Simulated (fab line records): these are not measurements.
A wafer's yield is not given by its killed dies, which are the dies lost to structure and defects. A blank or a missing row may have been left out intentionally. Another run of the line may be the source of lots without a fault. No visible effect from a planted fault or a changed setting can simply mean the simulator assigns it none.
Which of the tools did it? -- flow nand harc -- 18 wafers from 6 lots sampled at 3 of the route's 1302 steps

WHAT EACH GAUGE READ, for each wafer
NHARC_A_M0_CD_MEAS_16.
lot,measured,on,cd nm (nm)
L382,day 23 08:37,cd sem-03,81.2 81.3 81.4
L386,day 25 01:20,cd sem-02,80.6 80.9 80.8
L392,day 28 04:03,cd sem-01,79.7 79.1 79.9
L402,day 31 06:55,cd sem-02,80.7 79.9 79.6
L401,day 31 16:03,cd sem-02,79.5 79.4 79.6
L403,day 32 05:28,cd sem-02,80.8 79.7 80.6

EACH LOT AND THE TOOL THAT RAN IT (in order: tool; ch and the chambers of the sampled wafers; start)
lot,NHARC_A_BLC_DEGAS_30,NHARC_A_M0_ETCH_15
L382,"pvd sputter-01, day 23 05:49","rie diel-08 ch 0,1,3, day 23 08:37 or earlier"
L386,"pvd sputter-02, day 24 22:42","rie diel-08 ch 0,1,2, day 25 01:20 or earlier"
L392,"pvd sputter-02, day 28 00:50","rie diel-08 ch 0,3, day 28 04:03 or earlier"
L402,"pvd sputter-02, day 31 04:10","rie diel-09 ch 1,2,3, day 31 06:55 or earlier"
L401,"pvd sputter-02, day 31 13:25","rie diel-08 ch 0,1,2, day 31 16:03 or earlier"
L403,"pvd sputter-01, day 32 02:32","rie diel-08 ch 0,2,3, day 32 05:28 or earlier"
- NHARC_A_BLC_DEGAS_30: time 60 s.
- NHARC_A_M0_ETCH_15: etches the open film in C4F8/Ar, target depth 150 nm, overetch 15 nm, time 82.5 s.

THE ANSWER, worked out from the rows above alone
Rule: usual is defined by the lots themselves. The widest of any qualifying gaps counts: lots, ordered by their means at a reading, are off when they make up no more than a third of the lots, leave a main group of 4 or more, and stand apart from it by 3 or more times the standard deviation of that group's means. If all means in a main group match to the digits the tables above print for the reading, that group is not used. Also off: a lot with no number at a reading for which 4 or more lots have one. Any other lot the step has rows for is counted as sound.
None of the lots is off at any reading shown; this tells nothing.

WHAT THE SIMULATOR PUT IN
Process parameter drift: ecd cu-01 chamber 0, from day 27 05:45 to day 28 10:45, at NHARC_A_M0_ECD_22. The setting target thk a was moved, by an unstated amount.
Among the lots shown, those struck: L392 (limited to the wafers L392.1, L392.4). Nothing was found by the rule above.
